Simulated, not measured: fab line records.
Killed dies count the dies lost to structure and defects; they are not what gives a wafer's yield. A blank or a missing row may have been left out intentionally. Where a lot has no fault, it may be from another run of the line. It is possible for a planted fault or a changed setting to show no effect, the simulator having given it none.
fab line records + flow nandHarc
record:
- lots: 5
- wafers: 15
- lastDay: 31
route steps=1302 shown P_CONTACT@236 P_M0@253 END@1302
lots that met no fault: from a run of the same line without faults
startH: the number of hours between the record's first day and the start of the first shown wafer of the lot + waitH: how many hours have passed since the lot's step before this one + " as in the row above + L1.1+2: a row that stands for several wafers + - no value, or no start given + * or withheld: withheld + < > ~ a bound
route shown NAME@n: NAME is a module with steps in the file, n the number in the route of the first one + usual: the fault-free wafers' mean and standard deviation + same: alike in all rows + chamber/n: place in a boat + sites: readings site by site + _std_site: the values' standard deviation + _edge_site: the outer-site mean with the inner-site mean subtracted + radiusMm: for every site, how far away it sits from the centre of the wafer + mask NAME#n: copy n + behind: the tool/chamber that last shaped the wafer + hold: the reason the lot was held/the length of the hold in hours/how it ended + device: whichever transistor did not switch (one of n, p or np) + end of line: at the end of the route, the tests of the same wafers + where a step has no rows: the recipe by itself + killed: count of dies lost to structure and defects at first sort (not the wafer's yield) + map: shows each die of a wafer: x if killed, . if not, _ if none is there
set.NAME: the setting the step ran with; set.NAME@STEP: the setting that earlier step ran with + model.NAME: the simulator's own value behind a step, which no gauge read
a table for each step, a row for each wafer; lots at some steps of the route
services: a tool's chamber out of use, with start hour (startH, from the record's first day; less than 0 if before it), hours out, and reason
== steps ==
step: NHARC_P_CONTACT_ETCH_35
recipe:
- targetDepthA: 390
- overEtchFrac: 0.3
- timeS: 65
- ionEnergyEv: 80
- cf4FlowSccm: 150
- arFlowSccm: 0
- rfW: 300
- biasW: 100
- chemistry: CF4
step: NHARC_P_CONTACT_ETCH_36
recipe:
- targetDepthA: 2600
- overEtchFrac: 0.25
- timeS: 406.25
- ionEnergyEv: 200
- n2FlowSccm: 150
- h2FlowSccm: 150
- arFlowSccm: 0
- rfW: 400
- biasW: 150
- chemistry: N2/H2
step: NHARC_P_CONTACT_ETCH_18
recipe:
- targetDepthA: 4810
- timeS: 240.5
- c4f8FlowSccm: 20
- o2FlowSccm: 10
- arFlowSccm: withheld
- rfW: 600
- biasW: 1500
- chemistry: C4F8/O2/Ar
usual:
- oesProductAu: 0.961/0.02
- rfVppV: 979/5.1
| lot.wafer | tool       | chamber | startH | waitH | oesProductAu | rfHoursCounterH | rfVppV |
|-----------|------------|---------|--------|-------|--------------|-----------------|--------|
| L471.3    | rieDiel-04 | 3       | -      | -     | 0.972        | 9.6             | 976    |
| L471.1    | "          | 0       | "      | "     | 0.989        | 5.4             | 976    |
| L471.4    | "          | 1       | "      | "     | 0.973        | 9.5             | 986    |
| L473.1    | rieDiel-04 | 1       | -      | -     | 0.962        | 10.7            | 986    |
| L473.3    | "          | 2       | "      | "     | 0.976        | 10.7            | 989    |
| L473.5    | "          | 2       | "      | "     | 0.974        | -               | 987    |
| L475.2    | rieDiel-01 | 0       | -      | -     | 0.988        | 3.9             | 987    |
| L475.3    | "          | 3       | "      | "     | 0.983        | 3.7             | 980    |
| L475.6    | "          | 1       | "      | "     | 0.968        | -               | 975    |
| L481.2    | rieDiel-06 | 1       | -      | -     | 0.990        | 3.3             | 980    |
| L481.5    | "          | 3       | "      | "     | 0.970        | -               | 973    |
| L481.6    | "          | 0       | "      | "     | 0.957        | -               | 977    |
| L484.3    | rieDiel-06 | 3       | -      | -     | 0.942        | 4.1             | 972    |
| L484.1    | "          | 0       | "      | "     | 0.952        | 3.8             | 975    |
| L484.2    | "          | 1       | "      | "     | 0.966        | 4.0             | 982    |
step: NHARC_P_CONTACT_STRIP_37
recipe:
- c4f8FlowSccm: withheld
- o2FlowSccm: 8
- arFlowSccm: withheld
- biasW: 0
- chemistry: C4F8/O2/Ar
step: NHARC_P_CONTACT_ETCH_31
recipe:
- targetDepthA: 300
- timeS: 85.7
- ionEnergyEv: 120
- overEtchFrac: 1
- ch3fFlowSccm: 50
- o2FlowSccm: 30
- arFlowSccm: 200
- rfW: 500
- biasW: 100
- chemistry: CH3F/O2
usual:
- drypumpMotorCurrentA: 5.6/0.43
- oesProductAu: 0.982/0.015
- rfVppV: 244.7/1.6
- showerheadPlenumPTorr: 2.48/0.093
- throttleValvePct: 20.663/0.0097
| lot.wafer | tool       | chamber | startH | waitH | drypumpMotorCurrentA | oesProductAu | rfHoursCounterH | rfVppV | showerheadPlenumPTorr | throttleValvePct |
|-----------|------------|---------|--------|-------|----------------------|--------------|-----------------|--------|-----------------------|------------------|
| L471.3    | rieDiel-04 | 1       | -      | -     | 5.9                  | 0.982        | 9.5             | 246.2  | 2.61                  | 20.663           |
| L471.4    | "          | 2       | "      | "     | 5.4                  | 0.980        | 9.6             | 247.2  | 2.63                  | 20.663           |
| L471.1    | "          | 3       | "      | "     | 5.5                  | 0.980        | 9.7             | 242.2  | 2.42                  | 20.683           |
| L473.3    | rieDiel-04 | 2       | -      | -     | 5.4                  | 0.996        | 10.8            | 247.4  | 2.63                  | 20.656           |
| L473.1    | "          | 0       | "      | "     | 4.9                  | 0.989        | 6.5             | 245.1  | 2.42                  | 20.671           |
| L473.5    | "          | 2       | "      | "     | 5.4                  | 0.989        | -               | 246.7  | 2.63                  | 20.667           |
| L475.3    | rieDiel-01 | 0       | -      | -     | 5.5                  | 0.990        | 4.1             | 246.8  | 2.62                  | 20.669           |
| L475.2    | "          | 2       | "      | "     | 6.1                  | 0.972        | 4.3             | 244.7  | 2.44                  | 20.666           |
| L475.6    | "          | 0       | "      | "     | 5.5                  | 1.004        | -               | 248.0  | 2.62                  | 20.659           |
| L481.2    | rieDiel-06 | 3       | -      | -     | 5.0                  | 0.985        | 3.3             | 242.3  | 2.36                  | 20.669           |
| L481.5    | "          | 2       | "      | "     | 6.2                  | 0.991        | -               | 244.2  | 2.45                  | 20.662           |
| L481.6    | "          | 3       | "      | "     | 5.0                  | 0.984        | -               | 243.2  | 2.36                  | 20.675           |
| L484.3    | rieDiel-06 | 2       | -      | -     | 6.2                  | 0.980        | 4.4             | 245.6  | 2.45                  | 20.660           |
| L484.2    | "          | 3       | "      | "     | 5.0                  | 0.987        | 4.3             | 242.7  | 2.36                  | 20.667           |
| L484.1    | "          | 0       | "      | "     | 5.9                  | 0.978        | 3.8             | 243.6  | 2.40                  | 20.657           |
step: NHARC_P_CONTACT_CD_MEAS_19
usual:
- cdNm: 90.0/1.8
| lot.wafer | tool     | chamber | startH | waitH | cdNm |
|-----------|----------|---------|--------|-------|------|
| L471.1    | cdSem-03 | -       | 155.24 | -     | 92.3 |
| L471.3    | "        | -       | "      | "     | 88.9 |
| L471.4    | "        | -       | "      | "     | 88.9 |
| L473.1    | cdSem-03 | -       | 177.93 | -     | 89.9 |
| L473.3    | "        | -       | "      | "     | 87.8 |
| L473.5    | "        | -       | "      | "     | 88.4 |
| L475.2    | cdSem-01 | -       | 198.67 | -     | 88.4 |
| L475.3    | "        | -       | "      | "     | 86.9 |
| L475.6    | "        | -       | "      | "     | 89.7 |
| L481.2    | cdSem-03 | -       | 261.33 | -     | 91.7 |
| L481.5    | "        | -       | "      | "     | 90.2 |
| L481.6    | "        | -       | "      | "     | 89.7 |
| L484.1    | cdSem-01 | -       | 290.92 | -     | 92.5 |
| L484.2    | "        | -       | "      | "     | 87.9 |
| L484.3    | "        | -       | "      | "     | 91.9 |
step: NHARC_P_CONTACT_STRIP_28
recipe:
- o2FlowSccm: 500
- arFlowSccm: 0
- biasW: 0
- chemistry: O2
step: NHARC_P_CONTACT_STRIP_29
recipe:
- timeS: 1200
- tempC: 72.5
- chemistry: postEtchResidueRemover
step: NHARC_P_CONTACT_DEGAS_38
recipe:
- tempC: 300
- timeS: 60
usual:
- heaterPowerW: 487/51
| lot.wafer | tool          | chamber | startH | waitH | heaterPowerW |
|-----------|---------------|---------|--------|-------|--------------|
| L471.3    | pvdSputter-02 | -       | 155.95 | -     | 429          |
| L471.4    | "             | -       | "      | "     | 547          |
| L471.1    | "             | -       | "      | "     | 506          |
| L473.3    | pvdSputter-01 | -       | 178.66 | -     | 525          |
| L473.1    | "             | -       | "      | "     | 459          |
| L473.5    | "             | -       | "      | "     | 541          |
| L475.3    | pvdSputter-01 | -       | 199.38 | -     | 526          |
| L475.2    | "             | -       | "      | "     | 520          |
| L475.6    | "             | -       | "      | "     | 525          |
| L481.2    | pvdSputter-03 | -       | 262.04 | -     | 480          |
| L481.5    | "             | -       | "      | "     | 488          |
| L481.6    | "             | -       | "      | "     | 367          |
| L484.3    | pvdSputter-03 | -       | 291.63 | -     | 551          |
| L484.1    | "             | -       | "      | "     | 365          |
| L484.2    | "             | -       | "      | "     | 458          |
step: NHARC_P_CONTACT_PRE_CLEAN_39
recipe:
- timeS: 19.5
- biasV: 250
- gas: Ar
step: NHARC_P_CONTACT_PVD_32
recipe:
- targetThkA: 50
- chamberPressurePa: 5
- powerW: 5000
- substrateTempC: 200
- timeS: 17.7
- material: Ti
step: NHARC_P_CONTACT_ALD_22
recipe:
- targetThkA: 30
- pulseTimeS: 1
- aldCycles: 150
- tempC: 450
- material: TiN
step: NHARC_P_CONTACT_CVD_23
recipe:
- targetThkA: 2000
- tempC: 300
- pressureTorr: 40
- wf6FlowSccm: 40
- h2FlowSccm: 1600
- arFlowSccm: 1560
- timeS: 557
- material: W
usual:
- heaterPowerOuterW: 225/20
- heaterPowerW: 421/31
- throttleValvePct: 7.80/0.3
| lot.wafer | tool    | chamber | startH | waitH | heaterPowerOuterW | heaterPowerW | throttleValvePct |
|-----------|---------|---------|--------|-------|-------------------|--------------|------------------|
| L471.1    | cvdW-02 | 1       | 156.40 | -     | 257               | 454          | 8.12             |
| L471.4    | "       | 1       | "      | "     | 255               | 456          | 7.97             |
| L471.3    | "       | 0       | "      | "     | 212               | 429          | 7.07             |
| L473.1    | cvdW-01 | 0       | 179.17 | -     | 199               | 381          | 7.80             |
| L473.3    | "       | 0       | "      | "     | 197               | 382          | 7.68             |
| L473.5    | "       | 0       | "      | "     | 198               | 378          | 7.90             |
| L475.2    | cvdW-01 | 0       | 199.91 | -     | 196               | 384          | 7.79             |
| L475.3    | "       | 1       | "      | "     | 231               | 396          | 8.25             |
| L475.6    | "       | 1       | "      | "     | 228               | 415          | 8.11             |
| L481.2    | cvdW-02 | 0       | 262.48 | -     | 220               | 430          | 7.18             |
| L481.6    | "       | 0       | "      | "     | 215               | 434          | 7.51             |
| L481.5    | "       | 1       | "      | "     | 247               | 466          | 8.16             |
| L484.2    | cvdW-01 | 0       | 292.07 | -     | 197               | 387          | 8.02             |
| L484.1    | "       | 1       | "      | "     | 230               | 403          | 7.91             |
| L484.3    | "       | 1       | "      | "     | 232               | 402          | 8.26             |
step: NHARC_P_CONTACT_CMP_24
recipe:
- tOverpolishS: 30
- targetThkNm: 200
step: NHARC_P_CONTACT_SRD_26
step: NHARC_P_M0_DEP_00
recipe:
- targetThkA: 1500
- targetThkNm: 150
- tempC: withheld
- pressureTorr: 5
- flowSccm: 200
- rfW: 600
- material: SiOC
step: NHARC_P_M0_DEHYDRATE_01
recipe:
- tempC: 150
- timeS: 120
step: NHARC_P_M0_HMDS_02
recipe:
- timeS: 30
step: NHARC_P_M0_COAT_33
recipe:
- tempC: 200
- timeS: 65
step: NHARC_P_M0_COAT_03
recipe:
- spinRpm: 1500
- resistThkNm: 90
step: NHARC_P_M0_SOFTBAKE_04
recipe:
- tempC: 105
- timeS: 55
step: NHARC_P_M0_EBR_05
step: NHARC_P_M0_EXPOSE_06
recipe:
- na: 1.35
- targetCdNm: 90
- doseMj: 81.28
- maskId: P_M0
step: NHARC_P_M0_PEB_07
recipe:
- pebTempC: 100
- pebTimeS: 65
step: NHARC_P_M0_DEVELOP_08
recipe:
- developTimeS: 35
- devTempC: 23
step: NHARC_P_M0_CD_MEAS_09
recipe:
- targetCdNm: 90
- landingEnergyEv: 500
usual:
- cdNm: 89.8/0.85
| lot.wafer | tool     | chamber | startH | waitH | cdNm |
|-----------|----------|---------|--------|-------|------|
| L471.1    | cdSem-02 | 0       | 158.45 | -     | 90.5 |
| L471.3    | "        | 0       | "      | "     | 89.5 |
| L471.4    | "        | 0       | "      | "     | 88.6 |
| L473.1    | cdSem-01 | 0       | 180.91 | -     | 89.1 |
| L473.3    | "        | 0       | "      | "     | 89.9 |
| L473.5    | "        | 0       | "      | "     | 90.0 |
| L475.2    | cdSem-02 | 0       | 201.78 | -     | 89.8 |
| L475.3    | "        | 0       | "      | "     | 87.8 |
| L475.6    | "        | 0       | "      | "     | 88.7 |
| L481.2    | cdSem-03 | 0       | 264.32 | -     | 90.1 |
| L481.5    | "        | 0       | "      | "     | 89.5 |
| L481.6    | "        | 0       | "      | "     | 89.5 |
| L484.1    | cdSem-03 | 0       | 293.89 | -     | 89.3 |
| L484.2    | "        | 0       | "      | "     | 88.7 |
| L484.3    | "        | 0       | "      | "     | 89.4 |
step: NHARC_P_M0_OVL_MEAS_10
recipe:
- pitchNm: 180
usual:
- overlayXNm: 0.3/0.83
- overlayYNm: 0.0/0.79
| lot.wafer | tool       | chamber | startH | waitH | overlayXNm | overlayYNm |
|-----------|------------|---------|--------|-------|------------|------------|
| L471.1    | overlay-02 | -       | 158.54 | -     | -0.2       | -0.6       |
| L471.3    | "          | -       | "      | "     | 0.1        | -0.2       |
| L471.4    | "          | -       | "      | "     | -0.4       | 0.1        |
| L473.1    | overlay-01 | -       | 181.00 | -     | 0.5        | -0.3       |
| L473.3    | "          | -       | "      | "     | 1.2        | -0.6       |
| L473.5    | "          | -       | "      | "     | 0.6        | 0.3        |
| L475.2    | overlay-02 | -       | 201.87 | -     | -0.4       | -1.9       |
| L475.3    | "          | -       | "      | "     | 0.0        | -1.5       |
| L475.6    | "          | -       | "      | "     | -0.2       | -1.1       |
| L481.2    | overlay-02 | -       | 264.41 | -     | -0.2       | 0.0        |
| L481.5    | "          | -       | "      | "     | 0.0        | -0.1       |
| L481.6    | "          | -       | "      | "     | 0.3        | -0.3       |
| L484.1    | overlay-02 | -       | 293.98 | -     | -1.3       | 0.5        |
| L484.2    | "          | -       | "      | "     | -1.3       | 0.2        |
| L484.3    | "          | -       | "      | "     | -1.4       | 0.3        |
step: NHARC_P_M0_DESCUM_14
recipe:
- timeS: 3
- o2FlowSccm: 200
- arFlowSccm: 0
- biasPowerW: 0
- chemistry: O2
step: NHARC_P_M0_ETCH_34
recipe:
- targetDepthA: 400
- overetchA: 120
- timeS: 43.94
- ionEnergyEv: 200
- n2FlowSccm: 150
- h2FlowSccm: 150
- arFlowSccm: 0
- rfW: 400
- biasW: 150
- chemistry: N2/H2
step: NHARC_P_M0_ETCH_15
recipe:
- targetDepthA: 1500
- overetchA: 150
- timeS: 82.5
- c4f8FlowSccm: withheld
- arFlowSccm: 400
- rfW: 600
- biasW: 300
- chemistry: C4F8/Ar
step: NHARC_P_M0_CD_MEAS_16
usual:
- cdNm: 89.8/1.2
| lot.wafer | tool     | chamber | startH | waitH | cdNm |
|-----------|----------|---------|--------|-------|------|
| L471.1    | cdSem-01 | -       | 158.93 | -     | 91.0 |
| L471.3    | "        | -       | "      | "     | 91.5 |
| L471.4    | "        | -       | "      | "     | 89.9 |
| L473.1    | cdSem-02 | -       | 181.40 | -     | 90.8 |
| L473.3    | "        | -       | "      | "     | 90.4 |
| L473.5    | "        | -       | "      | "     | 89.9 |
| L475.2    | cdSem-03 | -       | 202.27 | -     | 90.6 |
| L475.3    | "        | -       | "      | "     | 87.9 |
| L475.6    | "        | -       | "      | "     | 89.5 |
| L481.2    | cdSem-02 | -       | 264.83 | -     | 91.4 |
| L481.5    | "        | -       | "      | "     | 89.2 |
| L481.6    | "        | -       | "      | "     | 89.7 |
| L484.1    | cdSem-01 | -       | 294.38 | -     | 89.4 |
| L484.2    | "        | -       | "      | "     | 87.8 |
| L484.3    | "        | -       | "      | "     | 87.9 |
step: NHARC_P_M0_STRIP_18
recipe:
- powerW: 1000
- n2FlowSccm: 150
- h2FlowSccm: 150
- arFlowSccm: 0
- biasW: 0
- chemistry: N2/H2
step: NHARC_P_M0_STRIP_19
recipe:
- timeS: 600
- tempC: 30
- chemistry: postEtchResidueRemover
step: NHARC_P_M0_DEGAS_28
recipe:
- tempC: 250
- timeS: 60
usual:
- heaterPowerW: 353/35
| lot.wafer | tool          | chamber | startH | waitH | heaterPowerW |
|-----------|---------------|---------|--------|-------|--------------|
| L471.4    | pvdSputter-02 | -       | 159.59 | -     | 308          |
| L471.3    | "             | -       | "      | "     | 357          |
| L471.1    | "             | -       | "      | "     | 351          |
| L473.3    | pvdSputter-02 | -       | 182.02 | -     | 361          |
| L473.1    | "             | -       | "      | "     | 293          |
| L473.5    | "             | -       | "      | "     | 357          |
| L475.3    | pvdSputter-01 | -       | 202.89 | -     | 335          |
| L475.2    | "             | -       | "      | "     | 376          |
| L475.6    | "             | -       | "      | "     | 350          |
| L481.2    | pvdSputter-02 | -       | 265.45 | -     | 308          |
| L481.5    | "             | -       | "      | "     | 360          |
| L481.6    | "             | -       | "      | "     | 310          |
| L484.2    | pvdSputter-02 | -       | 295.00 | -     | 387          |
| L484.3    | "             | -       | "      | "     | 359          |
| L484.1    | "             | -       | "      | "     | 316          |
step: NHARC_P_M0_PRE_CLEAN_29
recipe:
- timeS: 30
- tempC: 280
- gas: H2/He
step: NHARC_P_M0_PVD_20
recipe:
- targetThkA: 50
- biasV: 168.6
- powerW: 15000
- chamberPressurePa: 0.12
- timeS: 8.06
- substrateTempC: 50
- material: TaN
usual:
- throttleValvePct: 30.0/0.66
| lot.wafer | tool          | chamber | startH | waitH | throttleValvePct |
|-----------|---------------|---------|--------|-------|------------------|
| L471.3    | pvdSputter-02 | -       | -      | -     | 30.6             |
| L471.4    | "             | -       | "      | "     | 29.5             |
| L471.1    | "             | -       | "      | "     | 30.8             |
| L473.3    | pvdSputter-02 | -       | -      | -     | 30.3             |
| L473.1    | "             | -       | "      | "     | 30.7             |
| L473.5    | "             | -       | "      | "     | 30.7             |
| L475.3    | pvdSputter-01 | -       | -      | -     | 29.1             |
| L475.2    | "             | -       | "      | "     | 29.3             |
| L475.6    | "             | -       | "      | "     | 29.6             |
| L481.2    | pvdSputter-02 | -       | -      | -     | 30.8             |
| L481.6    | "             | -       | "      | "     | 29.6             |
| L481.5    | "             | -       | "      | "     | 30.5             |
| L484.1    | pvdSputter-02 | -       | -      | -     | 30.7             |
| L484.2    | "             | -       | "      | "     | 29.9             |
| L484.3    | "             | -       | "      | "     | 31.2             |
step: NHARC_P_M0_PVD_21
recipe:
- targetThkA: 300
- chamberPressurePa: 5
- powerW: 5000
- substrateTempC: 30
- timeS: 20.49
- material: Cu
step: NHARC_P_M0_ECD_22
recipe:
- targetThkA: 4000
- bathTempC: 25
- material: Cu
step: NHARC_P_M0_ANNEAL_30
recipe:
- tempC: 225
- timeS: 90
step: NHARC_END_SORT_01
recipe:
- tempC: 25
usual:
- killedAtArray: 63/27
- killedAtOther: 0.7/1.2
- killedAtPeriphery: 3.1/2
- killedDies: 67/28
- killedOpen: 3.0/1.9
- killedShort: 2.2/1.5
same:
- grossDies: 677
| lot.wafer | tool      | chamber | startH | waitH | killedAtArray | killedAtOther | killedAtPeriphery | killedDies | killedOpen | killedShort |
|-----------|-----------|---------|--------|-------|---------------|---------------|-------------------|------------|------------|-------------|
| L481.2    | prober-02 | 0       | 700.04 | 2.8   | 47            | 1             | 8                 | 56         | 3          | 1           |
| L481.5    | prober-02 | 0       | 702.44 | 3.7   | 50            | 0             | 5                 | 55         | 4          | 2           |
| L484.1    | prober-02 | 0       | 749.76 | 2.4   | 53            | 1             | 1                 | 55         | 1          | 3           |
| L484.2    | prober-02 | 0       | 750.56 | 2.8   | 52            | 0             | 17                | 69         | 4          | 2           |
| L484.3    | prober-02 | 0       | 751.36 | 3.1   | 46            | 0             | 1                 | 47         | 1          | 0           |
killed by level:class
L481.2 A_SLIT:chamberFilmFlake=31 A_CONTACT:chamberFilmFlake=6 P_M1:chamberFilmFlake=4 A_CHANNEL_HOLE_D1:chamberFilmFlake=4 A_CHANNEL_FILL_D2:geometricParticle:open=2 P_ZERO_WELL:chamberFilmFlake=2 A_ONON_D1:geometricParticle:short=1 A_CHANNEL_HOLE_D1:geometricParticle:open=1
L481.5 A_SLIT:chamberFilmFlake=25 A_CHANNEL_HOLE_D1:chamberFilmFlake=5 A_DECK1_JOINT:chamberFilmFlake=4 A_BLC:chamberFilmFlake=4 P_M1:chamberFilmFlake=3 A_CONTACT:chamberFilmFlake=3 P_GATE:chamberFilmFlake=2 A_ONON_D1:geometricParticle:open=1
L484.1 A_SLIT:chamberFilmFlake=36 A_CHANNEL_HOLE_D1:chamberFilmFlake=7 A_SGD_CUT:chamberFilmFlake=5 A_CONTACT:chamberFilmFlake=2 P_M0:geometricParticle:short=1 A_DECK1_JOINT:geometricParticle:short=1 A_M0:geometricParticle:open=1 STARTING-WAFER:geometricParticle:short=1
L484.2 A_SLIT:chamberFilmFlake=26 P_CONTACT:unspecified=13 A_CHANNEL_HOLE_D1:chamberFilmFlake=11 A_SGD_CUT:chamberFilmFlake=7 A_CHANNEL_FILL_D2:chamberFilmFlake=3 P_M0:geometricParticle:short=2 A_CONTACT:chamberFilmFlake=2 P_GATE:geometricParticle:open=1
L484.3 A_SLIT:chamberFilmFlake=30 A_SGD_CUT:chamberFilmFlake=8 A_CHANNEL_HOLE_D1:chamberFilmFlake=7 P_M0:geometricParticle:open=1 A_CONTACT:chamberFilmFlake=1
map L484.2 (x killed, . not)
____________.____________
_________......._________
_______..........._______
______.........x..x______
_____..............._____
____...........x.....____
____...........xxx.x.____
___...............x...___
___....x.....x.x......___
__......x.x...x........__
__...........x...x.....__
_x..x........x.........._
_...............x......._
_.x.x.......xx.........._
_......x...xxx.........._
_.x.......xxxxxx........_
.........xxxxxxx.........
...x......xxxxx.x........
.........x..xxx..........
......x.....xxx..........
...........xxxx..........
_..........xxx.........._
_......................._
_.....................x._
_......................._
_......................._
__.x.................x.__
__................x....__
___...................___
___...................___
____.................____
____..............x..____
_____..............._____
______.............______
_______..........._______
_________......._________
____________.____________
map L475.2 (x killed, . not)
____________x____________
_________xxx.x.._________
_______...xxxxx..._______
______....xxxx.x..x______
_____....xxxxxxx...._____
____......x.xxx....x.____
____......x.x..x.....____
___......x..xx........___
___.x....x...x........___
__.......x.............__
__..........x.x........__
_..........xxxx........._
_.....x...x.xxx..x......_
_.........xxxx.........._
_.........xxxxxx........_
_........xx.xx.x........_
..........xxxxx..........
..........xxxx...x.......
........x..x...........x.
..............x........x.
....x....................
_.............xxxx......_
_......................._
_............x.xx....x.._
_..x..x....x.xxx...x.x.._
_....x......xxxxx...x..._
__..x.....xxxxxxxx.....__
__...........xxx.......__
___.........xxxxx.x.x.___
___........xx.x.......___
____.........xxx.....____
____..x..x.....x..x..____
_____..............._____
______...x.........______
_______.......x.xx_______
_________...x.x._________
____________.____________
== services ==
| tool          | chamber | startH | hours | kind   |
|---------------|---------|--------|-------|--------|
| pvdSputter-03 | -       | 131.58 | 9.0   | repair |
| rieDiel-04    | 0       | 132.40 | -     | clean  |
| rieDiel-04    | 1       | 132.40 | -     | clean  |
| rieDiel-04    | 2       | 132.40 | -     | clean  |
| rieDiel-04    | 3       | 132.40 | -     | clean  |
| rieDiel-06    | 0       | 139.20 | -     | clean  |
| rieDiel-06    | 1       | 139.20 | -     | clean  |
| rieDiel-06    | 2       | 139.20 | -     | clean  |
| pvdSputter-03 | -       | 143.44 | 17.0  | repair |
| rieDiel-01    | 0       | 150.16 | 2.4   | repair |
| pvdSputter-03 | -       | 170.00 | 10.0  | pm     |
| rieDiel-04    | -       | 177.90 | 9.0   | pm     |
| cvdW-01       | -       | 185.00 | 13.0  | pm     |
| rieDiel-01    | -       | 203.80 | 9.0   | pm     |
| pvdSputter-01 | -       | 226.00 | 10.0  | pm     |
| rieDiel-04    | 1       | 251.05 | 5.3   | repair |
| rieDiel-01    | 1       | 257.47 | 9.6   | repair |
| rieDiel-01    | 3       | 258.48 | 7.2   | repair |
| pvdSputter-02 | -       | 259.39 | 2.7   | repair |
| cvdW-02       | -       | 269.00 | 13.0  | pm     |
| rieDiel-04    | -       | 278.39 | 0.8   | repair |
| cvdW-01       | -       | 278.67 | 0.5   | repair |
| pvdSputter-02 | -       | 282.00 | 10.0  | pm     |
| rieDiel-04    | 1       | 292.88 | 6.1   | repair |
== key ==
firstSign:
- step: NHARC_END_SORT_01
- reading: killedAtPeriphery
- direction: up
- sigmas: 6.9
- usual: 3.1
- struck: 17
effect none on later readings
metAt NHARC_P_CONTACT_CVD_23
struckWafers L484.2
testerLeftOut L484
onsetBetween 199.91 292.07
fault:
- kind: chamberParticleSource
- tool: cvdW-01
- chamber: 0
- onsetH: 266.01
- steps: NHARC_P_CONTACT_CVD_23
- ratePerVisitCm2: 0.022927
- endH: 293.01
testerLeftOut: of these lots the tester's yield and bins aren't shown, on N5 and GAA mostly nor the transistor test; their killed dies are dies lost to structure and defects alone, not to doping, threshold or leakage, so they don't give the yield
